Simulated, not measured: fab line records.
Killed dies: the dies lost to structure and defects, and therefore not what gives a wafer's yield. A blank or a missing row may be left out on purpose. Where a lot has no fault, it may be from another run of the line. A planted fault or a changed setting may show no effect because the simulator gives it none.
Chamber matching / flow nand harc / NHARC_A_STAIRCASE_ETCHBACK_422 on rie diel-05: 4 sister chambers
The step etches the open film in CH3F/O2, target depth 40 nm, time 74.286 s. 16 wafers are shown with their chamber, then 8 later ones without.

## EACH WAFER AND ITS CHAMBER
wafer=L082.1; chamber=3; rf vpp V (V)=242.9; oes product au (a.u.)=1.00; throttle valve pct (%)=20.647
wafer=L082.4; chamber=0; rf vpp V (V)=243.5; oes product au (a.u.)=0.98; throttle valve pct (%)=20.671
wafer=L082.6; chamber=3; rf vpp V (V)=244.9; oes product au (a.u.)=1.00; throttle valve pct (%)=20.659
wafer=L080.1; chamber=0; rf vpp V (V)=243.0; oes product au (a.u.)=0.98; throttle valve pct (%)=20.655
wafer=L080.3; chamber=3; rf vpp V (V)=243.8; oes product au (a.u.)=0.99; throttle valve pct (%)=20.684
wafer=L080.5; chamber=2; rf vpp V (V)=244.6; oes product au (a.u.)=1.00; throttle valve pct (%)=20.665
wafer=L083.1; chamber=3; rf vpp V (V)=242.8; oes product au (a.u.)=1.00; throttle valve pct (%)=20.660
wafer=L083.2; chamber=2; rf vpp V (V)=245.0; oes product au (a.u.)=1.01; throttle valve pct (%)=20.658
wafer=L083.6; chamber=3; rf vpp V (V)=243.4; oes product au (a.u.)=0.99; throttle valve pct (%)=20.657
wafer=L087.1; chamber=2; rf vpp V (V)=245.3; oes product au (a.u.)=1.00; throttle valve pct (%)=20.650
wafer=L087.4; chamber=0; rf vpp V (V)=244.9; oes product au (a.u.)=0.96; throttle valve pct (%)=20.656
wafer=L087.6; chamber=0; rf vpp V (V)=243.7; oes product au (a.u.)=0.96; throttle valve pct (%)=20.665
wafer=L089.1; chamber=1; rf vpp V (V)=247.8; oes product au (a.u.)=0.98; throttle valve pct (%)=20.676
wafer=L089.4; chamber=3; rf vpp V (V)=241.4; oes product au (a.u.)=0.99; throttle valve pct (%)=20.666
wafer=L089.6; chamber=2; rf vpp V (V)=245.0; oes product au (a.u.)=1.01; throttle valve pct (%)=20.657
wafer=L086.1; chamber=0; rf vpp V (V)=242.7; oes product au (a.u.)=1.00; throttle valve pct (%)=20.662

SIGNATURES (averages over the wafers above)
reading=rf vpp V; chamber 0=243.560; chamber 1=247.800; chamber 2=244.975; chamber 3=243.200; scatter within a chamber=0.908
reading=oes product au; chamber 0=0.9760; chamber 1=0.9800; chamber 2=1.0050; chamber 3=0.9950; scatter within a chamber=0.0107
reading=throttle valve pct; chamber 0=20.66180; chamber 1=20.67600; chamber 2=20.65750; chamber 3=20.66217; scatter within a chamber=0.00936
Rule: a wafer lies at a distance from a chamber equal to the root of the sum of squares, over the readings, of (its reading less the chamber's mean, divided by the reading's scatter). If the next closest chamber is less than 2 further off than the closest, the wafer can't be placed; otherwise it belongs to the closest. The scatter is the square root of a quotient: the sum, over the shown wafers, of each reading's squared deviation from its chamber's mean, divided by wafers minus chambers.

## WAFERS MISSING THEIR CHAMBER
wafer=L086.2; rf vpp V (V)=246.1; oes product au (a.u.)=0.97; throttle valve pct (%)=20.652
wafer=L086.5; rf vpp V (V)=244.3; oes product au (a.u.)=1.00; throttle valve pct (%)=20.657
wafer=L090.1; rf vpp V (V)=246.5; oes product au (a.u.)=0.91; throttle valve pct (%)=20.667
wafer=L090.3; rf vpp V (V)=246.0; oes product au (a.u.)=0.93; throttle valve pct (%)=20.659
wafer=L090.6; rf vpp V (V)=243.3; oes product au (a.u.)=0.92; throttle valve pct (%)=20.660
wafer=L093.2; rf vpp V (V)=246.6; oes product au (a.u.)=1.00; throttle valve pct (%)=20.662
wafer=L093.3; rf vpp V (V)=242.8; oes product au (a.u.)=1.00; throttle valve pct (%)=20.663
wafer=L093.4; rf vpp V (V)=246.4; oes product au (a.u.)=0.98; throttle valve pct (%)=20.656

## THE CHAMBER EACH PASSED THROUGH
wafer=L086.2; from the rows above=can't be placed: 0 or 1 or 2 or 3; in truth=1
wafer=L086.5; from the rows above=can't be placed: 2 or 3 or 0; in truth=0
wafer=L090.1; from the rows above=can't be placed: 1 or 0 or 3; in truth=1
wafer=L090.3; from the rows above=can't be placed: 0 or 1 or 3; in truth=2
wafer=L090.6; from the rows above=can't be placed: 0 or 3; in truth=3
wafer=L093.2; from the rows above=can't be placed: 2 or 1 or 3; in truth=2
wafer=L093.3; from the rows above=can't be placed: 3 or 0 or 2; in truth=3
wafer=L093.4; from the rows above=can't be placed: 1 or 2 or 0 or 3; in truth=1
Correctly placed: 0 of 8. Cannot be placed on the basis of these rows: 8; the candidates contain the true chamber in 7. Placed wrongly: 0.
